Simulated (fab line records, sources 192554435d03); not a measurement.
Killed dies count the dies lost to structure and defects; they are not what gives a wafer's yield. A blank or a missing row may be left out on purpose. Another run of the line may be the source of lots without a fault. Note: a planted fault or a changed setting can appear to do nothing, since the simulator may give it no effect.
Matching of chambers / flow n5_finfet / 4 sister chambers for N5_GATE_CUT_CMP_43 on cmp-01
The step polishes SiO2. 16 wafers are shown with their chamber, then 8 later ones without.

== WAFERS PAIRED WITH THEIR CHAMBERS ==
wafer=L634.1; chamber=0; motor_current_A (A)=13.7
wafer=L634.2; chamber=1; motor_current_A (A)=11.1
wafer=L634.6; chamber=2; motor_current_A (A)=12.4
wafer=L639.1; chamber=3; motor_current_A (A)=11.8
wafer=L639.3; chamber=1; motor_current_A (A)=11.2
wafer=L639.4; chamber=0; motor_current_A (A)=12.4
wafer=L640.3; chamber=3; motor_current_A (A)=12.1
wafer=L640.4; chamber=0; motor_current_A (A)=13.0
wafer=L640.5; chamber=1; motor_current_A (A)=10.8
wafer=L641.4; chamber=2; motor_current_A (A)=13.0
wafer=L641.5; chamber=2; motor_current_A (A)=12.0
wafer=L641.6; chamber=3; motor_current_A (A)=12.0
wafer=L642.1; chamber=0; motor_current_A (A)=12.9
wafer=L642.2; chamber=2; motor_current_A (A)=11.8
wafer=L642.4; chamber=3; motor_current_A (A)=11.5
wafer=L643.1; chamber=0; motor_current_A (A)=13.2

SIGNATURES, as means of the wafers listed above
reading=motor_current_A; chamber 0=13.040; chamber 1=11.033; chamber 2=12.300; chamber 3=11.850; scatter within a chamber=0.411
Rule: distance of a wafer from a chamber = root of the sum over the readings of ((wafer's reading minus chamber's mean) / reading's scatter) squared. The wafer belongs to the nearest chamber; if the next one is less than 2 further off, it can't be placed. The scatter: take each reading less its chamber's mean, square it, sum over the shown wafers, divide by the number of wafers less the number of chambers, and take the root.

== WAFERS WHOSE CHAMBER IS MISSING ==
wafer=L643.4; motor_current_A (A)=10.8
wafer=L643.5; motor_current_A (A)=12.9
wafer=L653.1; motor_current_A (A)=10.9
wafer=L653.2; motor_current_A (A)=13.5
wafer=L653.4; motor_current_A (A)=11.7
wafer=L657.2; motor_current_A (A)=13.0
wafer=L657.4; motor_current_A (A)=10.6
wafer=L657.6; motor_current_A (A)=13.3

== WHICH CHAMBER EACH ONE RAN IN ==
wafer=L643.4; from the rows above=can't be placed: 1 or 3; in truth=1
wafer=L643.5; from the rows above=can't be placed: 0 or 2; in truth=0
wafer=L653.1; from the rows above=can't be placed: 1 or 3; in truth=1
wafer=L653.2; from the rows above=can't be placed: 0 or 2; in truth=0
wafer=L653.4; from the rows above=can't be placed: 3 or 2 or 1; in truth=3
wafer=L657.2; from the rows above=can't be placed: 0 or 2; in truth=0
wafer=L657.4; from the rows above=can't be placed: 1 or 3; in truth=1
wafer=L657.6; from the rows above=can't be placed: 0 or 2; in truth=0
Correct placement for 0 of the 8. These rows do not allow placing 8 (true chamber among the candidates in 8). 0 placed wrongly.
